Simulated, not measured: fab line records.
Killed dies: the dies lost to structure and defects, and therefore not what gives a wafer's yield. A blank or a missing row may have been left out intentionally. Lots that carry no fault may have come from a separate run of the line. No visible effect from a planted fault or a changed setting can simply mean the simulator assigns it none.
fab line records + flow n5Finfet
[record]
- lots = 6
- wafers = 17
- lastDay = 18
route steps=1938 shown BEOL_M10@1504 BEOL_M15@1830
lots untouched by any fault: they come from a run of this same line in which no faults occurred
startH: hours from the record's first day to the start of the lot's first wafer shown + waitH: time in hours since the lot's previous step + " same as the row above + L1.1+2: a row that stands for several wafers + - no value, or no start was given + * or withheld: withheld + < > ~ a bound
route shown NAME@n: NAME is a module with steps in the file, n the number in the route of the first one + usual: mean/standard deviation taken from wafers without a fault + same: alike in all rows + chamber/n: place in a boat + sites: the reading at each site + _std_site: their standard deviation + _edge_site: mean of outer sites minus mean of inner sites + radiusMm: for every site, how far away it sits from the centre of the wafer + mask NAME#n: copy n + behind: the most recent tool/chamber to have shaped the wafer + hold: cause of the lot's hold/its duration in hours/its outcome + device: the transistor (n, p or np) that didn't switch + end of line: the route-end tests of the same wafers + for a step that has no rows: nothing shown but its recipe + killed: count of dies lost to structure and defects at first sort (not the wafer's yield) + map: per-die view of a wafer (x killed, . not killed, _ where there is no die)
set.NAME: the run value of the setting; set.NAME@STEP: its run value at that earlier step + model.NAME: the simulator's own value behind a step, which no gauge read
one table for each step of the route and one row for each wafer, over a sample of lots
services: the hour from which a tool's chamber was out of use, counted from the record's first day as startH (under 0 if before that day), plus the number of hours and why
[[steps]]
[step N5_BEOL_M10_INSPECT_30]
[recipe]
- mode = adi
- inspectInstrument = brightfield
[usual]
- rawDefectCount = 405/94
| lot.wafer | tool             | chamber | startH | waitH | rawDefectCount |
|-----------|------------------|---------|--------|-------|----------------|
| L645.1    | defectInspect-01 | -       | 227.32 | 0.0   | 435            |
| L645.3    | "                | -       | "      | "     | 322            |
| L645.5    | "                | -       | "      | "     | 391            |
| L644.2    | defectInspect-01 | -       | 230.23 | 0.0   | 524            |
| L644.3    | "                | -       | "      | "     | 626            |
| L644.6    | "                | -       | "      | "     | 661            |
| L659.4    | defectInspect-02 | -       | 312.58 | 0.0   | 336            |
| L659.6    | "                | -       | "      | "     | 379            |
| L661.1    | defectInspect-01 | -       | 320.26 | 0.0   | 400            |
| L661.3    | "                | -       | "      | "     | 445            |
| L661.5    | "                | -       | "      | "     | 266            |
| L666.2    | defectInspect-01 | -       | 360.71 | 0.0   | 464            |
| L666.3    | "                | -       | "      | "     | 528            |
| L666.5    | "                | -       | "      | "     | 473            |
| L667.1    | defectInspect-01 | -       | 373.98 | 0.0   | 296            |
| L667.3    | "                | -       | "      | "     | 363            |
| L667.5    | "                | -       | "      | "     | 284            |
[step N5_BEOL_M10_DESCUM_33]
[recipe]
- chemistry = O2
- timeS = 7.9
- sourcePowerW = 50
- biasPowerW = 20
- pressureMtorr = 20
- rfFrequencyHz = 2.712e+07
- tempC = 40
- resist = CAR-ArF
- o2FlowSccm = 225
[usual]
- biasPowerW = 20.01/0.059
- drypumpMotorCurrentA = 5.8/0.43
- o2FlowSccm = 225.0/0.64
- oesProductAu = 0.82/0.11
- rfVppV = 243.0/1.2
- showerheadPlenumPTorr = 2.08/0.069
- throttleValvePct = 20.34/0.24
| lot.wafer | tool       | chamber | startH | waitH | biasPowerW | drypumpMotorCurrentA | o2FlowSccm | oesProductAu | rfHoursCounterH | rfVppV | showerheadPlenumPTorr | throttleValvePct |
|-----------|------------|---------|--------|-------|------------|----------------------|------------|--------------|-----------------|--------|-----------------------|------------------|
| L645.1    | rieDiel-03 | 2       | 227.35 | 0.0   | 20.10      | 5.5                  | 225.7      | 1.00         | 2               | 242.7  | 2.04                  | 19.94            |
| L645.3    | "          | 1       | "      | "     | 20.09      | 6.3                  | 225.0      | 0.75         | 136             | 240.9  | 2.10                  | 20.46            |
| L645.5    | "          | 1       | "      | "     | 19.98      | 6.3                  | 225.0      | 0.76         | -               | 242.8  | 2.09                  | 20.45            |
| L644.2    | rieDiel-03 | 1       | 230.27 | 0.0   | 20.00      | 6.3                  | 224.8      | 0.76         | 138             | 243.1  | 2.09                  | 20.48            |
| L644.3    | "          | 2       | "      | "     | 20.01      | 5.5                  | 224.5      | 0.99         | 3               | 243.2  | 2.04                  | 19.95            |
| L644.6    | "          | 3       | "      | "     | 20.10      | 5.9                  | 225.8      | 0.71         | -               | 241.8  | 2.05                  | 20.05            |
| L659.4    | rieDiel-03 | 2       | 312.63 | 0.0   | 19.89      | 5.5                  | 225.6      | 0.91         | -               | 241.9  | 2.03                  | 20.00            |
| L659.6    | "          | 1       | "      | "     | 20.10      | 6.3                  | 226.0      | 0.73         | -               | 243.3  | 2.08                  | 20.51            |
| L661.1    | rieDiel-05 | 1       | 320.29 | 0.0   | 19.95      | 5.1                  | 224.2      | 0.95         | 11              | 243.8  | 2.16                  | 20.54            |
| L661.3    | "          | 2       | "      | "     | 20.00      | 5.5                  | 224.6      | 0.84         | 71              | 243.1  | 2.02                  | 20.08            |
| L661.5    | "          | 2       | "      | "     | 19.98      | 5.5                  | 224.5      | 0.83         | -               | 242.6  | 2.02                  | 20.09            |
| L666.2    | rieDiel-05 | 0       | 360.74 | 0.0   | 20.10      | 5.8                  | 226.2      | 0.92         | 34              | 242.9  | 2.15                  | 20.11            |
| L666.3    | "          | 3       | "      | "     | 19.88      | 6.5                  | 224.1      | 0.94         | 12              | 244.8  | 2.14                  | 20.39            |
| L666.5    | "          | 3       | "      | "     | 19.98      | 6.5                  | 225.0      | 0.95         | -               | 243.6  | 2.14                  | 20.40            |
| L667.1    | rieDiel-05 | 2       | 374.02 | 0.0   | 20.02      | 5.5                  | 225.6      | 0.81         | 92              | 243.2  | 2.01                  | 20.12            |
| L667.3    | "          | 1       | "      | "     | 20.06      | 5.2                  | 224.7      | 0.92         | 34              | 243.2  | 2.15                  | 20.58            |
| L667.5    | "          | 3       | "      | "     | 20.01      | 6.5                  | 225.7      | 0.93         | -               | 243.5  | 2.14                  | 20.39            |
[step N5_BEOL_M10_TRENCH_ETCH_37]
[recipe]
- chemistry = C4F6/O2
- targetDepthA = 1488.3
- target = SiCOH_lowk
- timeS = 48
- ionEnergyEv = 250
- pressureMtorr = 30
- sourceW = 345
- biasW = 185
- Ar_flow_sccm = 300
- C4F6_flow_sccm = 10
- O2_flow_sccm = 10
[usual]
- C4F6_flow_sccm = 10.001/0.028
- drypumpMotorCurrentA = 5.9/0.44
- oesProductAu = 0.82/0.11
- rfVppV = 665/15
- showerheadPlenumPTorr = 2.83/0.084
- throttleValvePct = 20.87/0.23
| lot.wafer | tool       | chamber | startH | waitH | C4F6_flow_sccm | drypumpMotorCurrentA | oesProductAu | rfHoursCounterH | rfVppV | showerheadPlenumPTorr | throttleValvePct |
|-----------|------------|---------|--------|-------|----------------|----------------------|--------------|-----------------|--------|-----------------------|------------------|
| L645.1    | rieDiel-03 | 2       | 227.67 | -     | 9.983          | 5.5                  | 1.00         | 2               | 648    | 2.80                  | 20.57            |
| L645.3    | "          | 1       | "      | "     | 10.006         | 6.3                  | 0.76         | 136             | 646    | 2.87                  | 21.04            |
| L645.5    | "          | 1       | "      | "     | 9.994          | 6.3                  | 0.75         | -               | 646    | 2.87                  | 21.03            |
| L644.2    | rieDiel-03 | 1       | 230.58 | -     | 9.994          | 6.3                  | 0.76         | 138             | 646    | 2.87                  | 21.07            |
| L644.3    | "          | 2       | "      | "     | 10.020         | 5.5                  | 1.00         | 4               | 649    | 2.80                  | 20.56            |
| L644.6    | "          | 3       | "      | "     | 9.970          | 5.9                  | 0.71         | -               | 648    | 2.83                  | 20.75            |
| L659.4    | rieDiel-03 | 2       | 312.94 | -     | 10.012         | 5.5                  | 1.14         | -               | 646    | 2.78                  | 20.71            |
| L659.6    | "          | 1       | "      | "     | 10.043         | 6.3                  | 0.73         | -               | 645    | 2.85                  | 21.09            |
| L661.1    | rieDiel-05 | 1       | 320.60 | -     | 10.009         | 5.1                  | 0.95         | 11              | 666    | 2.91                  | 20.95            |
| L661.3    | "          | 2       | "      | "     | 10.037         | 5.5                  | 0.84         | 72              | 684    | 2.77                  | 20.71            |
| L661.5    | "          | 2       | "      | "     | 10.012         | 5.5                  | 0.83         | -               | 684    | 2.77                  | 20.70            |
| L666.2    | rieDiel-05 | 0       | 361.05 | -     | 9.989          | 5.8                  | 0.91         | 34              | 668    | 2.90                  | 20.49            |
| L666.3    | "          | 3       | "      | "     | 10.037         | 6.5                  | 0.95         | 12              | 671    | 2.92                  | 20.96            |
| L666.5    | "          | 3       | "      | "     | 10.022         | 6.5                  | 0.95         | -               | 672    | 2.92                  | 20.96            |
| L667.1    | rieDiel-05 | 2       | 374.33 | -     | 10.008         | 5.5                  | 0.80         | 92              | 682    | 2.76                  | 20.72            |
| L667.3    | "          | 1       | "      | "     | 10.038         | 5.1                  | 0.92         | 34              | 667    | 2.90                  | 20.99            |
| L667.5    | "          | 3       | "      | "     | 10.034         | 6.5                  | 0.94         | -               | 670    | 2.91                  | 20.98            |
[step N5_BEOL_M10_STRIP_77]
[recipe]
- chemistry = N2/H2
- timeS = 10
- powerW = 450
- tempC = 40
- pressureMtorr = 20
- rfFrequencyHz = 6e+07
- biasPowerW = 7
- n2FlowSccm = 200
- h2FlowSccm = 200
[usual]
- biasPowerW = 6.998/0.021
- drypumpMotorCurrentA = 5.9/0.43
- n2FlowSccm = 200.0/0.57
- oesProductAu = 0.82/0.11
- rfVppV = 59.2/0.86
- showerheadPlenumPTorr = 2.52/0.078
- throttleValvePct = 23.51/0.24
| lot.wafer | tool       | chamber | startH | waitH | biasPowerW | drypumpMotorCurrentA | n2FlowSccm | oesProductAu | rfHoursCounterH | rfVppV | showerheadPlenumPTorr | throttleValvePct |
|-----------|------------|---------|--------|-------|------------|----------------------|------------|--------------|-----------------|--------|-----------------------|------------------|
| L645.1    | rieDiel-03 | 2       | -      | -     | 6.992      | 5.4                  | 201.4      | 1.00         | 2               | 58.7   | 2.48                  | 23.24            |
| L645.3    | "          | 1       | "      | "     | 6.992      | 6.3                  | 199.6      | 0.76         | 136             | 59.9   | 2.53                  | 23.50            |
| L645.5    | "          | 1       | "      | "     | 6.996      | 6.4                  | 200.5      | 0.75         | -               | 60.5   | 2.53                  | 23.50            |
| L644.2    | rieDiel-03 | 1       | -      | -     | 7.023      | 6.3                  | 199.5      | 0.76         | 138             | 59.2   | 2.53                  | 23.50            |
| L644.3    | "          | 2       | "      | "     | 6.972      | 5.4                  | 199.0      | 0.99         | 4               | 58.9   | 2.48                  | 23.25            |
| L644.6    | "          | 3       | "      | "     | 6.974      | 5.9                  | 199.9      | 0.71         | -               | 59.3   | 2.53                  | 23.42            |
| L659.4    | rieDiel-03 | 2       | -      | -     | 7.003      | 5.5                  | 200.1      | 0.91         | -               | 60.7   | 2.47                  | 23.30            |
| L659.6    | "          | 1       | "      | "     | 6.985      | 6.3                  | 200.5      | 0.72         | -               | 59.3   | 2.52                  | 23.55            |
| L661.1    | rieDiel-05 | 1       | -      | -     | 7.022      | 5.2                  | 199.4      | 0.95         | 11              | 58.4   | 2.59                  | 23.50            |
| L661.3    | "          | 2       | "      | "     | 7.007      | 5.5                  | 201.1      | 0.84         | 72              | 58.7   | 2.46                  | 23.27            |
| L661.5    | "          | 2       | "      | "     | 6.993      | 5.5                  | 200.6      | 0.84         | -               | 58.6   | 2.46                  | 23.26            |
| L666.2    | rieDiel-05 | 0       | -      | -     | 6.998      | 5.8                  | 200.1      | 0.91         | 34              | 60.0   | 2.58                  | 23.16            |
| L666.3    | "          | 3       | "      | "     | 7.014      | 6.5                  | 200.0      | 0.94         | 12              | 58.9   | 2.61                  | 23.86            |
| L666.5    | "          | 3       | "      | "     | 6.997      | 6.5                  | 200.2      | 0.94         | -               | 59.2   | 2.61                  | 23.84            |
| L667.1    | rieDiel-05 | 2       | -      | -     | 7.035      | 5.5                  | 199.6      | 0.82         | 92              | 58.9   | 2.45                  | 23.27            |
| L667.3    | "          | 1       | "      | "     | 6.977      | 5.1                  | 199.6      | 0.90         | 34              | 60.6   | 2.58                  | 23.51            |
| L667.5    | "          | 3       | "      | "     | 7.005      | 6.5                  | 200.5      | 0.93         | -               | 59.8   | 2.61                  | 23.87            |
[step N5_BEOL_M10_OCD_MEAS_38]
[usual]
- trenchDepthNm = 149.9/2.8
| lot.wafer | tool   | chamber | startH | waitH | trenchDepthNm |
|-----------|--------|---------|--------|-------|---------------|
| L645.1    | ocd-02 | -       | 227.85 | -     | 149.9         |
| L645.3    | "      | -       | "      | "     | 146.8         |
| L645.5    | "      | -       | "      | "     | 146.6         |
| L644.2    | ocd-02 | -       | 230.76 | -     | 147.8         |
| L644.3    | "      | -       | "      | "     | 152.4         |
| L644.6    | "      | -       | "      | "     | 152.3         |
| L659.4    | ocd-01 | -       | 313.11 | -     | 211.6         |
| L659.6    | "      | -       | "      | "     | 146.7         |
| L661.1    | ocd-02 | -       | 320.78 | -     | 153.3         |
| L661.3    | "      | -       | "      | "     | 150.7         |
| L661.5    | "      | -       | "      | "     | 150.1         |
| L666.2    | ocd-01 | -       | 361.23 | -     | 150.8         |
| L666.3    | "      | -       | "      | "     | 152.2         |
| L666.5    | "      | -       | "      | "     | 151.7         |
| L667.1    | ocd-01 | -       | 374.51 | -     | 148.5         |
| L667.3    | "      | -       | "      | "     | 153.8         |
| L667.5    | "      | -       | "      | "     | 152.6         |
[step N5_BEOL_M10_THK_MEAS_53]
[recipe]
- thkMeasGauge = xrf
- reads = Cu_of_BEOL_M10_ECD_50
[usual]
- M10_THK = 140/3
| lot.wafer | tool         | chamber | startH | waitH | M10_THK[nm] |
|-----------|--------------|---------|--------|-------|-------------|
| L645.1    | filmMetro-01 | -       | 234.72 | -     | 139         |
| L645.3    | "            | -       | "      | "     | 136         |
| L645.5    | "            | -       | "      | "     | 137         |
| L644.2    | filmMetro-02 | -       | 235.80 | -     | 137         |
| L644.3    | "            | -       | "      | "     | 143         |
| L644.6    | "            | -       | "      | "     | 141         |
| L659.4    | filmMetro-01 | -       | 316.05 | -     | 206         |
| L659.6    | "            | -       | "      | "     | 141         |
| L661.1    | filmMetro-01 | -       | 323.32 | -     | 144         |
| L661.3    | "            | -       | "      | "     | 142         |
| L661.5    | "            | -       | "      | "     | 141         |
| L666.2    | filmMetro-01 | -       | 363.86 | -     | 142         |
| L666.3    | "            | -       | "      | "     | 144         |
| L666.5    | "            | -       | "      | "     | 142         |
| L667.1    | filmMetro-01 | -       | 377.12 | -     | 139         |
| L667.3    | "            | -       | "      | "     | 144         |
| L667.5    | "            | -       | "      | "     | 142         |
[step N5_BEOL_M10_RS_MEAS_57]
[recipe]
- thkMeasGauge = four-point-probe
- reads = Cu_of_BEOL_M10_ECD_50+Co_of_BEOL_M10_CVD_75+TaN_of_BEOL_M10_ALD_74
[usual]
- M10_RS = 0.150/0.0034
| lot.wafer | tool         | chamber | startH | waitH | M10_RS[ohm/sq] |
|-----------|--------------|---------|--------|-------|----------------|
| L645.1    | filmMetro-01 | -       | 234.89 | 0.1   | 0.151          |
| L645.3    | "            | -       | "      | "     | 0.155          |
| L645.5    | "            | -       | "      | "     | 0.153          |
| L644.2    | filmMetro-02 | -       | 235.94 | 0.1   | 0.153          |
| L644.3    | "            | -       | "      | "     | 0.146          |
| L644.6    | "            | -       | "      | "     | 0.148          |
| L659.4    | filmMetro-01 | -       | 316.19 | 0.0   | 0.100          |
| L659.6    | "            | -       | "      | "     | 0.152          |
| L661.1    | filmMetro-01 | -       | 323.48 | 0.1   | 0.145          |
| L661.3    | "            | -       | "      | "     | 0.147          |
| L661.5    | "            | -       | "      | "     | 0.148          |
| L666.2    | filmMetro-02 | -       | 364.00 | 0.1   | 0.148          |
| L666.3    | "            | -       | "      | "     | 0.147          |
| L666.5    | "            | -       | "      | "     | 0.148          |
| L667.1    | filmMetro-01 | -       | 377.25 | 0.1   | 0.151          |
| L667.3    | "            | -       | "      | "     | 0.146          |
| L667.5    | "            | -       | "      | "     | 0.147          |
[step N5_BEOL_M15_RC_MEAS_101]
[usual]
- COMB_M11 = 1.4e-11/3.3e-12
- COMB_M12 = 5.9e-12/1.4e-12
- COMB_M13 = 4.6e-12/1.1e-12
- COMB_M14 = 3.4e-12/8.9e-13
- COMB_M15 = 2.1e-12/7.4e-13
- COMB_M5 = 3.6e-11/6.7e-12
- COMB_M6 = 2.5e-11/5.9e-12
- COMB_M6_max_site = 3.6e-11/8.5e-12
- COMB_M7 = 2.5e-11/4.5e-12
- COMB_M8 = 2.5e-11/4.7e-12
- COMB_M9 = 1.4e-11/3.3e-12
- COMB_M9_max_site = 2.1e-11/5.3e-12
- SERP_M10 = 3.04/0.084
- SERP_M10_max_site = 3.13/0.09
- SERP_M11 = 3.07/0.085
- SERP_M12 = 0.633/0.016
- SERP_M12_max_site = 0.646/0.016
- SERP_M13 = 0.309/0.0058
- SERP_M14 = 0.159/0.0042
- SERP_M5 = 39.2/2
- SERP_M6 = 13.7/0.54
- SERP_M7 = 13.9/0.51
- SERP_M8 = 13.5/0.49
- SERP_M9 = 3.09/0.087
| lot.wafer | tool      | chamber | startH | waitH | COMB_M11[S/m] | COMB_M12[S/m] | COMB_M13[S/m] | COMB_M14[S/m] | COMB_M15[S/m] | COMB_M5[S/m] | COMB_M6[S/m] | COMB_M6_max_site[S/m] | COMB_M7[S/m] | COMB_M8[S/m] | COMB_M9[S/m] | COMB_M9_max_site[S/m] | SERP_M10[ohm/um] | SERP_M10_max_site[ohm/um] | SERP_M11[ohm/um] | SERP_M12[ohm/um] | SERP_M12_max_site[ohm/um] | SERP_M13[ohm/um] | SERP_M14[ohm/um] | SERP_M5[ohm/um] | SERP_M6[ohm/um] | SERP_M7[ohm/um] | SERP_M8[ohm/um] | SERP_M9[ohm/um] |
|-----------|-----------|---------|--------|-------|---------------|---------------|---------------|---------------|---------------|--------------|--------------|-----------------------|--------------|--------------|--------------|-----------------------|------------------|---------------------------|------------------|------------------|---------------------------|------------------|------------------|-----------------|-----------------|-----------------|-----------------|-----------------|
| L644.2    | prober-01 | 0       | 271.55 | 0.2   | 1.1e-11       | 7.5e-12       | 4.4e-12       | 3.3e-12       | 1.6e-12       | 3.3e-11      | 2e-11        | 3.4e-11               | 2e-11        | 3.3e-11      | 2.4e-11      | 2.9e-11               | 3.12             | 3.23                      | 3.06             | 0.621            | 0.639                     | 0.316            | 0.159            | 39.5            | 14.7            | 13.8            | 14.4            | 3.18            |
| L644.3    | "         | 0       | "      | "     | 6e-12         | 4.3e-12       | 3.1e-12       | 2e-12         | 7e-13         | 3.3e-11      | 2.5e-11      | 2.7e-11               | 2.1e-11      | 2.9e-11      | 1.5e-11      | 1.7e-11               | 2.99             | 3.03                      | 3.10             | 0.630            | 0.638                     | 0.317            | 0.155            | 40.8            | 13.3            | 14.3            | 13.5            | 3.10            |
| L644.6    | "         | 0       | "      | "     | 1.1e-11       | 6.3e-12       | 4e-12         | 2.2e-12       | 1.4e-12       | 3.6e-11      | 2.3e-11      | 2.9e-11               | 2.4e-11      | 2.2e-11      | 1.6e-11      | 2e-11                 | 3.08             | 3.15                      | 3.18             | 0.663            | 0.669                     | 0.316            | 0.161            | 40.8            | 14.1            | 13.6            | 13.3            | 3.06            |
| L645.1    | prober-01 | 0       | 272.32 | 0.3   | 1.6e-11       | 6.9e-12       | 4.2e-12       | 3.4e-12       | 1.8e-12       | 3e-11        | 2.8e-11      | 3.7e-11               | 2.6e-11      | 2.5e-11      | 1.6e-11      | 1.9e-11               | 3.17             | 3.32                      | 3.15             | 0.643            | 0.655                     | 0.316            | 0.158            | 37.7            | 14.0            | 13.9            | 13.9            | 3.13            |
| L645.3    | "         | 0       | "      | "     | 1.5e-11       | 3.3e-12       | 4.1e-12       | 2.7e-12       | 2.4e-12       | 3.1e-11      | 1.9e-11      | 2.1e-11               | 2.3e-11      | 2.2e-11      | 1.1e-11      | 1.6e-11               | 3.13             | 3.28                      | 3.14             | 0.642            | 0.651                     | 0.306            | 0.159            | 38.3            | 13.4            | 14.0            | 14.2            | 3.09            |
| L645.5    | "         | 0       | "      | "     | 1.3e-11       | 5.4e-12       | 4.2e-12       | 2.6e-12       | 1.6e-12       | 2e-11        | 2e-11        | 3.4e-11               | 3e-11        | 2e-11        | 9e-12        | 1.4e-11               | 3.16             | 3.21                      | 3.09             | 0.615            | 0.634                     | 0.311            | 0.158            | 39.7            | 13.8            | 15.0            | 13.5            | 3.12            |
| L659.4    | prober-02 | 0       | 364.78 | 0.5   | 1e-11         | 5.8e-12       | 3.3e-12       | 4.5e-12       | 2.3e-12       | 3.7e-11      | 1.8e-11      | 2.5e-11               | 2.2e-11      | 2.7e-11      | 1.8e-11      | 2.3e-11               | 2.05             | 2.10                      | 3.05             | 0.621            | 0.637                     | 0.311            | 0.158            | 39.6            | 12.6            | 13.8            | 13.3            | 3.13            |
| L659.6    | "         | 0       | "      | "     | 9e-12         | 5e-12         | 4.3e-12       | 4.5e-12       | 3.5e-12       | 4.3e-11      | 2e-11        | 2.9e-11               | 2.3e-11      | 2.2e-11      | 1.4e-11      | 2.3e-11               | 3.12             | 3.22                      | 3.24             | 0.643            | 0.650                     | 0.304            | 0.151            | 40.5            | 14.0            | 13.2            | 13.6            | 3.17            |
| L661.1    | prober-02 | 0       | 367.78 | 0.0   | 2e-11         | 9.4e-12       | 5.3e-12       | 3.6e-12       | 3e-12         | 5e-11        | 2.4e-11      | 3.1e-11               | 2.5e-11      | 2.8e-11      | 1.6e-11      | 2.1e-11               | 2.95             | 2.98                      | 2.97             | 0.620            | 0.629                     | 0.304            | 0.159            | 38.5            | 13.6            | 14.6            | 14.0            | 3.00            |
| L661.3    | "         | 0       | "      | "     | 1.9e-11       | 4e-12         | 5e-12         | 2.8e-12       | 2.9e-12       | 4.8e-11      | 2.8e-11      | 4.1e-11               | 2.1e-11      | 3.5e-11      | 1.1e-11      | 1.5e-11               | 2.92             | 3.12                      | 2.98             | 0.649            | 0.659                     | 0.310            | 0.159            | 42.2            | 13.4            | 13.8            | 14.0            | 2.95            |
| L661.5    | "         | 0       | "      | "     | 8e-12         | 6.6e-12       | 4.7e-12       | 3.2e-12       | 2.2e-12       | 3.5e-11      | 2.3e-11      | 2.8e-11               | 2e-11        | 3.1e-11      | 1.7e-11      | 2.2e-11               | 3.07             | 3.17                      | 2.95             | 0.630            | 0.639                     | 0.306            | 0.159            | 41.1            | 13.4            | 13.8            | 14.6            | 3.03            |
| L666.2    | prober-02 | 0       | 394.96 | 0.2   | 2e-11         | 8e-12         | 5.4e-12       | 3.1e-12       | 3.7e-12       | 2.6e-11      | 2.3e-11      | 3.5e-11               | 2.5e-11      | 1.7e-11      | 1.3e-11      | 2.1e-11               | 2.96             | 2.99                      | 3.06             | 0.620            | 0.631                     | 0.317            | 0.161            | 38.4            | 14.0            | 13.4            | 13.8            | 3.11            |
| L666.3    | "         | 0       | "      | "     | 1.5e-11       | 7.1e-12       | 6.2e-12       | 4e-12         | 3e-12         | 2.7e-11      | 3e-11        | 4.1e-11               | 2.4e-11      | 2.5e-11      | 1.3e-11      | 1.7e-11               | 2.92             | 3.02                      | 2.93             | 0.643            | 0.652                     | 0.309            | 0.156            | 35.4            | 13.8            | 13.1            | 13.3            | 3.18            |
| L666.5    | "         | 0       | "      | "     | 1.6e-11       | 7.6e-12       | 4.9e-12       | 3.7e-12       | 3.9e-12       | 2.4e-11      | 3.2e-11      | 4.1e-11               | 2.5e-11      | 3.1e-11      | 1.7e-11      | 3.3e-11               | 3.00             | 3.11                      | 2.99             | 0.641            | 0.650                     | 0.302            | 0.158            | 40.7            | 13.2            | 13.0            | 13.8            | 3.00            |
| L667.1    | prober-01 | 0       | 416.36 | 0.0   | 1.2e-11       | 4.3e-12       | 5.3e-12       | 2.6e-12       | 1.3e-12       | 4.3e-11      | 2.7e-11      | 4.5e-11               | 2.1e-11      | 1.8e-11      | 9e-12        | 1.4e-11               | 3.04             | 3.09                      | 3.06             | 0.646            | 0.656                     | 0.306            | 0.160            | 38.1            | 14.0            | 14.7            | 14.1            | 3.15            |
| L667.3    | "         | 0       | "      | "     | 1.6e-11       | 5.3e-12       | 4.9e-12       | 3.8e-12       | 1.1e-12       | 5.1e-11      | 2.6e-11      | 4e-11                 | 2.8e-11      | 2.3e-11      | 7e-12        | 1e-11                 | 2.98             | 3.03                      | 3.02             | 0.621            | 0.633                     | 0.298            | 0.159            | 36.5            | 14.1            | 13.2            | 13.1            | 2.99            |
| L667.5    | "         | 0       | "      | "     | 1.1e-11       | 4.6e-12       | 5.7e-12       | 3e-12         | 2.1e-12       | 4.1e-11      | 3.9e-11      | 4.7e-11               | 2.2e-11      | 1.9e-11      | 9e-12        | 1.6e-11               | 2.98             | 3.07                      | 3.07             | 0.623            | 0.642                     | 0.296            | 0.160            | 36.3            | 13.5            | 14.1            | 13.4            | 2.96            |
// sites SERP_M10 radiusMm=0,75,75,75,75,140,140,140,140
L644.2 3.05 3.07 3.12 3.08 3.09 3.23 3.17 3.21 3.23
L645.1 3.32 3.21 3.20 3.23 3.17 2.93 2.99 3.07 3.04
L659.4 2.06 2.05 2.10 2.04 2.06 1.97 2.08 2.02 2.01
L661.1 2.92 2.97 2.95 2.93 2.96 2.92 2.95 2.85 2.98
L666.2 2.95 2.91 2.96 2.99 2.98 2.91 2.97 2.96 2.89
L667.1 3.04 3.03 3.08 3.02 3.04 3.09 3.03 3.06 3.04
[[services]]
| tool       | chamber | startH | hours | kind                        |
|------------|---------|--------|-------|-----------------------------|
| rieDiel-03 | 2       | 203.59 | -     | clean                       |
| rieDiel-03 | 2       | 203.59 | -     | consumableReplace:focusRing |
| rieDiel-03 | 2       | 203.59 | 17.8  | scheduledDown               |
| rieDiel-03 | 2       | 203.59 | 17.8  | ventCycle                   |
| rieDiel-03 | 1       | 217.32 | 3.5   | repair                      |
| rieDiel-03 | 0       | 221.39 | -     | clean                       |
| rieDiel-03 | 0       | 221.39 | -     | consumableReplace:focusRing |
| rieDiel-05 | 3       | 253.97 | 1.8   | repair                      |
| rieDiel-05 | 0       | 257.65 | -     | clean                       |
| rieDiel-05 | 0       | 257.65 | -     | consumableReplace:focusRing |
| rieDiel-03 | 3       | 272.91 | 8.3   | repair                      |
| rieDiel-05 | 1       | 279.73 | -     | clean                       |
| rieDiel-05 | 1       | 279.73 | -     | consumableReplace:focusRing |
| rieDiel-05 | 1       | 279.73 | 13.1  | scheduledDown               |
| rieDiel-05 | 1       | 279.73 | 13.1  | ventCycle                   |
| rieDiel-05 | 3       | 304.19 | -     | clean                       |
| rieDiel-05 | 3       | 304.19 | -     | consumableReplace:focusRing |
| rieDiel-05 | 3       | 304.19 | 26.9  | scheduledDown               |
| rieDiel-05 | 3       | 304.19 | 26.9  | ventCycle                   |
| rieDiel-03 | 2       | 308.08 | 2.5   | repair                      |
| rieDiel-03 | 3       | 308.34 | 5.9   | repair                      |
| rieDiel-03 | 1       | 314.59 | 8.3   | repair                      |
| rieDiel-05 | 2       | 335.38 | 4.5   | repair                      |
| rieDiel-03 | 1       | 370.41 | 3.2   | repair                      |
[[key]]
[firstSign]
- step = N5_BEOL_M10_OCD_MEAS_38
- reading = trenchDepthNm
- direction = up
- sigmas = 22
- usual = 149.9
- struck = 211.6
[effect]
- step = N5_BEOL_M10_THK_MEAS_53
- reading = M10_THK
- direction = up
- sigmas = 22
- usual = 140
- struck = 206
[effect]
- step = N5_BEOL_M10_RS_MEAS_57
- reading = M10_RS
- direction = down
- sigmas = 15
- usual = 0.150
- struck = 0.100
[effect]
- step = N5_BEOL_M15_RC_MEAS_101
- reading = SERP_M10
- direction = down
- sigmas = 12
- usual = 3.04
- struck = 2.05
metAt N5_BEOL_M10_TRENCH_ETCH_37
struckLots L659
struckWafers L659.4
notActingAt N5_BEOL_M10_INSPECT_30,N5_BEOL_M10_DESCUM_33,N5_BEOL_M10_STRIP_77
onsetBetween 230.58 312.94
[fault]
- kind = processParameterDrift
- tool = rieDiel-03
- chamber = -
- onsetH = 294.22
- steps = N5_BEOL_M10_TRENCH_ETCH_37
- channel = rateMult
- offset = 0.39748
- shape = step
- endH = 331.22
- scope = struckWafersOnly
